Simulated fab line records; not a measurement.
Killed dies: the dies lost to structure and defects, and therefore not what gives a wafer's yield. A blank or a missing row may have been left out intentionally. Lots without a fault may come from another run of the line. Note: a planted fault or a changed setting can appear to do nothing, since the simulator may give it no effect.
Which tool did it? + flow n5 finfet + 11 lots with 33 wafers sampled at 2 steps, on a route of 1938 steps

## WHAT THE GAUGES READ, wafer by wafer
N5_BEOL_M10_INSPECT_30: inspects for defects (brightfield).
| lot  | measured     | on                | raw defect count |
|------|--------------|-------------------|------------------|
| L628 | day 11 01:00 | defect inspect-01 | 504 379 445      |
| L629 | day 11 09:33 | defect inspect-01 | 493 309 390      |
| L633 | day 12 03:55 | defect inspect-01 | 493 424 487      |
| L635 | day 12 19:43 | defect inspect-01 | 559 398 393      |
| L641 | day 14 10:00 | defect inspect-02 | 446 544 433      |
| L642 | day 14 11:35 | defect inspect-01 | 418 290 336      |
| L643 | day 15 04:35 | defect inspect-01 | 533 538 723      |
| L644 | day 15 13:49 | defect inspect-02 | 371 459 502      |
| L646 | day 16 07:55 | defect inspect-01 | 408 424 272      |
| L649 | day 16 18:16 | defect inspect-02 | 408 405 487      |
| L648 | day 16 23:29 | defect inspect-01 | 302 363 395      |

## WHICH TOOL RAN EACH LOT (tool, then ch and the chambers of the sampled wafers, then the start)
| lot  | N5_BEOL_M10_STRIP_67               |
|------|------------------------------------|
| L628 | rie diel-02 ch 1,2,3, day 10 21:47 |
| L629 | rie diel-02 ch 0,1,2, day 11 07:29 |
| L633 | rie diel-02 ch 0,1,2, day 12 03:10 |
| L635 | rie diel-02 ch 1,2,3, day 12 18:17 |
| L641 | rie diel-02 ch 1,3, day 14 07:05   |
| L642 | rie diel-04 ch 0,1, day 14 08:41   |
| L643 | rie diel-01 ch 0,1,2, day 15 03:49 |
| L644 | rie diel-04 ch 0,1,3, day 15 12:55 |
| L646 | rie diel-02 ch 1,2, day 16 07:04   |
| L649 | rie diel-04 ch 0,3, day 16 17:14   |
| L648 | rie diel-04 ch 0,1, day 16 22:56   |
- N5_BEOL_M10_STRIP_67: strips in CF4.

## THE ANSWER, worked out from the rows above alone
Rule: the usual values come from the lots themselves. Put in order of their means at a reading, lots are off if they are a third of the lots or fewer, leave a main group of 4 or more, and stand apart from it by a gap of 3 or more times the standard deviation of the main group's means; of several such gaps the widest counts. The tables above print the reading to a certain number of digits; a main group whose means all agree to those digits is not used. Also off: a lot with no number at a reading for which 4 or more lots have one. The other lots that the step has rows for count as sound.
Across all readings shown, no lot is off: no conclusion can be drawn from this.

## WHAT THE SIMULATOR HAD PUT IN
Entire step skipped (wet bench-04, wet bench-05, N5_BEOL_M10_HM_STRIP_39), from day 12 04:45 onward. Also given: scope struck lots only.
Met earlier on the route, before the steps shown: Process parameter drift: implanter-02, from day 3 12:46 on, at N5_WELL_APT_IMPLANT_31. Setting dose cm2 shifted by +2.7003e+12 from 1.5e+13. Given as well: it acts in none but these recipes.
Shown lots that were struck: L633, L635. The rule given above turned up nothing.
